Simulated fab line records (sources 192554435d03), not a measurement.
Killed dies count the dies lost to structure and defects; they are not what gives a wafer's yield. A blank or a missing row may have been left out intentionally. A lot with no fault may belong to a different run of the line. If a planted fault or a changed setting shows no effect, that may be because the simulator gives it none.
Matching of chambers + flow n5Finfet + 4 sister chambers for N5_GATE_CUT_CMP_02 on cmp-04
The step polishes, stops on SiO2, t overpolish 12.7 s, target thk 0 nm. 8 wafers are shown with their chamber, then 12 later ones without.

== WAFERS WITH THEIR CHAMBER ==
| wafer  | chamber | motorCurrentA (A) | timeToEndpointS (s) |
|--------|---------|-------------------|---------------------|
| L075.2 | 0       | 8.9               | 21.9                |
| L080.5 | 0       | 8.3               | 28.3                |
| L082.1 | 1       | 9.2               | 28.8                |
| L083.5 | 2       | 8.8               | 26.2                |
| L083.6 | 3       | 8.3               | 30.9                |
| L084.1 | 1       | 8.9               | 25.3                |
| L084.3 | 3       | 8.2               | 27.5                |
| L084.6 | 2       | 9.0               | 24.3                |

== WAFERS WITH NO CHAMBER GIVEN ==
| wafer  | motorCurrentA (A) | timeToEndpointS (s) |
|--------|-------------------|---------------------|
| L088.2 | 7.9               | 28.6                |
| L088.4 | 9.2               | 25.7                |
| L088.6 | 9.0               | 26.1                |
| L091.1 | 9.1               | 26.4                |
| L091.4 | 8.0               | 28.9                |
| L091.6 | 9.3               | 25.9                |
| L092.3 | 8.7               | 25.6                |
| L092.4 | 9.0               | 25.3                |
| L092.6 | 9.4               | 28.5                |
| L097.1 | 8.1               | 26.6                |
| L097.2 | 9.1               | 25.0                |
| L097.4 | 8.8               | 23.6                |

== CHAMBER TAKEN BY EACH ==
| wafer  | from the rows above               | in truth |
|--------|-----------------------------------|----------|
| L088.2 | can't be placed: 3 or 0           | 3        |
| L088.4 | can't be placed: 1 or 2 or 0      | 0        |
| L088.6 | can't be placed: 1 or 2 or 0      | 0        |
| L091.1 | can't be placed: 1 or 2 or 0      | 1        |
| L091.4 | can't be placed: 3 or 0           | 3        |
| L091.6 | can't be placed: 1 or 2 or 0      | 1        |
| L092.3 | can't be placed: 0 or 2 or 1 or 3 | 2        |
| L092.4 | can't be placed: 2 or 1 or 0      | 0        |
| L092.6 | can't be placed: 1 or 2 or 0      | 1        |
| L097.1 | can't be placed: 3 or 0           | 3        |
| L097.2 | can't be placed: 1 or 2 or 0      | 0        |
| L097.4 | can't be placed: 2 or 0 or 1      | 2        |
Correct placement for 0 of the 12. Cannot be placed on the basis of these rows: 12; the candidates contain the true chamber in 12. 0 placed wrongly.
How it was worked out, from the rows above alone: a wafer's distance from a chamber is the root of the sum, over the readings, of the square of ((its reading less the chamber's mean) divided by the reading's scatter). If the next closest chamber is less than 2 further off than the closest, the wafer can't be placed; otherwise it belongs to the closest. For every chamber, the mean is computed from those of its wafers that are shown. The scatter is the square root of a quotient: the sum, over the shown wafers, of each reading's squared deviation from its chamber's mean, divided by wafers minus chambers.
